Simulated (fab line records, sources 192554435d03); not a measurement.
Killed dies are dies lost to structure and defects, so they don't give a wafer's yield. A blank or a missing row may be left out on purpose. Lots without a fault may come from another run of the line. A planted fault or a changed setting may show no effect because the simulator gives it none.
Chamber matching | flow n5_finfet | N5_BEOL_M0_CMP_120 on cmp-04: 4 sister chambers
The step polishes, stops on SiOC, t overpolish 6.9 s. 8 wafers are shown with their chamber, then 8 later ones without.

WAFERS WITH THEIR CHAMBER
wafer  | chamber | motor_current_A (A) | time_to_endpoint_s (s)
L077.2 | 2       | 6.5                 | 60.6
L077.3 | 0       | 6.7                 | 54.4
L086.1 | 0       | 6.8                 | 57.2
L086.5 | 2       | 6.5                 | 60.7
L087.1 | 1       | 6.4                 | 59.3
L087.4 | 3       | 5.8                 | 61.1
L087.5 | 3       | 5.6                 | 60.6
L090.1 | 1       | 5.8                 | 60.6

WAFERS WITHOUT THEIR CHAMBER
wafer  | motor_current_A (A) | time_to_endpoint_s (s)
L090.3 | 5.7                 | 61.2
L090.6 | 7.1                 | 59.7
L092.2 | 6.1                 | 60.9
L092.3 | 6.1                 | 61.3
L092.6 | 7.0                 | 54.5
L094.3 | 6.4                 | 61.1
L094.5 | 5.9                 | 61.1
L094.6 | 6.0                 | 62.0

WHICH CHAMBER EACH WENT THROUGH
wafer  | from the rows above          | in truth
L090.3 | can't be placed: 3 or 1      | 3
L090.6 | can't be placed: 2 or 0 or 1 | 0
L092.2 | can't be placed: 1 or 3 or 2 | 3
L092.3 | can't be placed: 1 or 3 or 2 | 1
L092.6 | 0                            | 0
L094.3 | can't be placed: 2 or 1      | 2
L094.5 | can't be placed: 3 or 1 or 2 | 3
L094.6 | can't be placed: 3 or 1 or 2 | 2
Placed correctly: 1 of 8. Can't be placed from these rows: 7 (the true chamber is among the candidates in 7). Placed wrongly: 0.
How it was worked out, from the rows above alone: a wafer's distance from a chamber is the root of the sum, over the readings, of the square of ((its reading less the chamber's mean) divided by the reading's scatter). The wafer belongs to the nearest chamber; if the next one is less than 2 further off, it can't be placed. A chamber's mean is the mean of its shown wafers. The scatter: the root of (the sum of the squares of (reading less its chamber's mean) over the shown wafers, divided by (wafers less chambers)).
